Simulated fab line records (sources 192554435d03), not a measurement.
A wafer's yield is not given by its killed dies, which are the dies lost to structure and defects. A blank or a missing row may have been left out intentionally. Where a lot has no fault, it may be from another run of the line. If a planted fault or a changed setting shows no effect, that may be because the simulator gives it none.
Lot-split experiment :: flow n5Finfet :: 21 wafers read across 7 lots, on a route 1938 steps long

## ABOUT THE SPLIT
At N5_BEOL_M2_DESCUM_33 (chemistry O2, time 7 s), the setting timeS was moved away from the recipe's 7 s on 9 of the 21 wafers read, by -17.7% to +21.8%. All remaining wafers had this setting at the recipe value.

## FROM SPLIT TO READING: 1 step shown by the file between the two
- N5_BEOL_M2_ETCH_77: etches underlayer in N2/H2, target depth 6.5 nm, time 5.2 s

## THE READING
CAR-EUV_of_BEOL_M2_COAT_22.thkNm (the simulator's own value, which no gauge read), in nm, at N5_BEOL_M2_ETCH_69 (etches SiARC in CF4, target depth 15.6 nm, time 26 s). There is no usual value for it anywhere in the file. The 12 wafers here that ran the recipe average 11.2 nm, standard deviation 0.13 nm.

wafer: L080.2
tool, chamber at the split: rieDiel-06, 3
timeS as run, s: 7
against the recipe: recipe
CAR-EUV_of_BEOL_M2_COAT_22.thkNm, nm: 11
against lot-mates on the recipe: -

wafer: L080.4
tool, chamber at the split: rieDiel-06, 3
timeS as run, s: 7
against the recipe: recipe
CAR-EUV_of_BEOL_M2_COAT_22.thkNm, nm: 11.2
against lot-mates on the recipe: -

wafer: L080.6
tool, chamber at the split: rieDiel-06, 1
timeS as run, s: 8.428
against the recipe: +20.4%
CAR-EUV_of_BEOL_M2_COAT_22.thkNm, nm: 10.4
against lot-mates on the recipe: -0.7

wafer: L082.1
tool, chamber at the split: rieDiel-03, 0
timeS as run, s: 7
against the recipe: recipe
CAR-EUV_of_BEOL_M2_COAT_22.thkNm, nm: 11.2
against lot-mates on the recipe: -

wafer: L082.2
tool, chamber at the split: rieDiel-03, 1
timeS as run, s: 7
against the recipe: recipe
CAR-EUV_of_BEOL_M2_COAT_22.thkNm, nm: 11.4
against lot-mates on the recipe: -

wafer: L082.3
tool, chamber at the split: rieDiel-03, 2
timeS as run, s: 5.949
against the recipe: -15.0%
CAR-EUV_of_BEOL_M2_COAT_22.thkNm, nm: 11.6
against lot-mates on the recipe: +0.3

wafer: L083.1
tool, chamber at the split: rieDiel-06, 3,1
timeS as run, s: 5.81
against the recipe: -17.0%
CAR-EUV_of_BEOL_M2_COAT_22.thkNm, nm: 11.8
against lot-mates on the recipe: +0.8

wafer: L083.5
tool, chamber at the split: rieDiel-06, 3,1
timeS as run, s: 5.81
against the recipe: -17.0%
CAR-EUV_of_BEOL_M2_COAT_22.thkNm, nm: 11.8
against lot-mates on the recipe: +0.8

wafer: L083.2
tool, chamber at the split: rieDiel-06, 2
timeS as run, s: 7
against the recipe: recipe
CAR-EUV_of_BEOL_M2_COAT_22.thkNm, nm: 11
against lot-mates on the recipe: -

wafer: L086.1
tool, chamber at the split: rieDiel-03, 2,0
timeS as run, s: 8.517
against the recipe: +21.7%
CAR-EUV_of_BEOL_M2_COAT_22.thkNm, nm: 10.4
against lot-mates on the recipe: -0.8

wafer: L086.3
tool, chamber at the split: rieDiel-03, 2,0
timeS as run, s: 8.517
against the recipe: +21.7%
CAR-EUV_of_BEOL_M2_COAT_22.thkNm, nm: 10.4
against lot-mates on the recipe: -0.8

wafer: L086.6
tool, chamber at the split: rieDiel-03, 0
timeS as run, s: 7
against the recipe: recipe
CAR-EUV_of_BEOL_M2_COAT_22.thkNm, nm: 11.2
against lot-mates on the recipe: -

wafer: L090.2
tool, chamber at the split: rieDiel-03, 2
timeS as run, s: 7
against the recipe: recipe
CAR-EUV_of_BEOL_M2_COAT_22.thkNm, nm: 11.2
against lot-mates on the recipe: -

wafer: L090.4
tool, chamber at the split: rieDiel-03, 1,3
timeS as run, s: 8.525
against the recipe: +21.8%
CAR-EUV_of_BEOL_M2_COAT_22.thkNm, nm: 10.4
against lot-mates on the recipe: -0.8

wafer: L090.6
tool, chamber at the split: rieDiel-03, 1,3
timeS as run, s: 8.525
against the recipe: +21.8%
CAR-EUV_of_BEOL_M2_COAT_22.thkNm, nm: 10.4
against lot-mates on the recipe: -0.8

wafer: L091.2
tool, chamber at the split: rieDiel-03, 1,3
timeS as run, s: 7
against the recipe: recipe
CAR-EUV_of_BEOL_M2_COAT_22.thkNm, nm: 11.2
against lot-mates on the recipe: -

wafer: L091.4
tool, chamber at the split: rieDiel-03, 1
timeS as run, s: 7
against the recipe: recipe
CAR-EUV_of_BEOL_M2_COAT_22.thkNm, nm: 11.2
against lot-mates on the recipe: -

wafer: L091.6
tool, chamber at the split: rieDiel-03, 1,3
timeS as run, s: 7
against the recipe: recipe
CAR-EUV_of_BEOL_M2_COAT_22.thkNm, nm: 11.4
against lot-mates on the recipe: -

wafer: L094.3
tool, chamber at the split: rieDiel-05, 0,1
timeS as run, s: 7
against the recipe: recipe
CAR-EUV_of_BEOL_M2_COAT_22.thkNm, nm: 11.2
against lot-mates on the recipe: -

wafer: L094.5
tool, chamber at the split: rieDiel-05, 0,1
timeS as run, s: 7
against the recipe: recipe
CAR-EUV_of_BEOL_M2_COAT_22.thkNm, nm: 11
against lot-mates on the recipe: -

wafer: L094.6
tool, chamber at the split: rieDiel-05, 2
timeS as run, s: 5.761
against the recipe: -17.7%
CAR-EUV_of_BEOL_M2_COAT_22.thkNm, nm: 11.8
against lot-mates on the recipe: +0.7
If several chambers appear in one row, that row covers several wafers at once and the file leaves open which wafer was in which chamber.

FIT RESULTS
A straight line over all 21 wafers: CAR-EUV_of_BEOL_M2_COAT_22.thkNm changes by -0.0356 nm for each +1% of timeS; r = -0.98; the points scatter about the line by 0.11 nm.
The same after taking each lot's own level away (the mean of its wafers on the recipe; 21 wafers): -0.0375 nm for each +1%; r = -0.98; scatter 0.11 nm.
On that fit, the largest move of timeS shifts the reading by 0.82 nm.
From 11.00 to 11.30 nm: that is the span of the lots' own levels, equal to 2.3 times the standard deviation above.
Hence the lot-to-lot level has little effect on the slope; both slopes agree.
Check: with one of the wafers moved furthest among these (+21.8%) left out of the fit, the line predicts -0.808 nm for it against its lot-mates. Against them it came out at -0.8 nm.

## ADDITIONAL SPLITS CARRIED BY THESE WAFERS
Other splits were also applied to these wafers ahead of the reading. Each is held against what the fit with the lots' levels taken away leaves over:
other split on the same wafers: N5_MOL_CONTACT_COAG_CVD_140 targetThkA
wafers away from the commonest value: 6
r with CAR-EUV_of_BEOL_M2_COAT_22.thkNm (lot level and that fit taken away): -0.05

other split on the same wafers: N5_BEOL_M0_SAQP_PECVD_96 timeS
wafers away from the commonest value: 8
r with CAR-EUV_of_BEOL_M2_COAT_22.thkNm (lot level and that fit taken away): +0.06

other split on the same wafers: N5_BEOL_M0_SAQP_ETCH_107 biasW
wafers away from the commonest value: 3
r with CAR-EUV_of_BEOL_M2_COAT_22.thkNm (lot level and that fit taken away): +0.25

other split on the same wafers: N5_BEOL_M0_SAQP_COAT_72 spinRpm
wafers away from the commonest value: 7
r with CAR-EUV_of_BEOL_M2_COAT_22.thkNm (lot level and that fit taken away): +0.30

## THE WHOLE CHAIN: every reading that the file lists as answering this split, in the file's order
step: N5_BEOL_M2_DESCUM_33
what it does: chemistry O2, time 7 s
reading: CAR-EUV_of_BEOL_M2_COAT_22.thkNm (the simulator's own value, which no gauge read)
change (the file's fit): -0.0379 nm for each +1% of the setting
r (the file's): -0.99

step: N5_BEOL_M2_ETCH_77
what it does: etches underlayer in N2/H2, target depth 6.5 nm, time 5.2 s
reading: CAR-EUV_of_BEOL_M2_COAT_22.thkNm (the simulator's own value, which no gauge read)
change (the file's fit): -0.0326 nm for each +1% of the setting
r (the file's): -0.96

step: N5_BEOL_M2_ETCH_69
what it does: etches SiARC in CF4, target depth 15.6 nm, time 26 s
reading: CAR-EUV_of_BEOL_M2_COAT_22.thkNm (the simulator's own value, which no gauge read)
change (the file's fit): -0.0364 nm for each +1% of the setting
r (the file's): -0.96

## FILE'S OWN FIT
CAR-EUV_of_BEOL_M2_COAT_22.thkNm changes by -0.0364 nm for each +1% of timeS, r = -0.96.
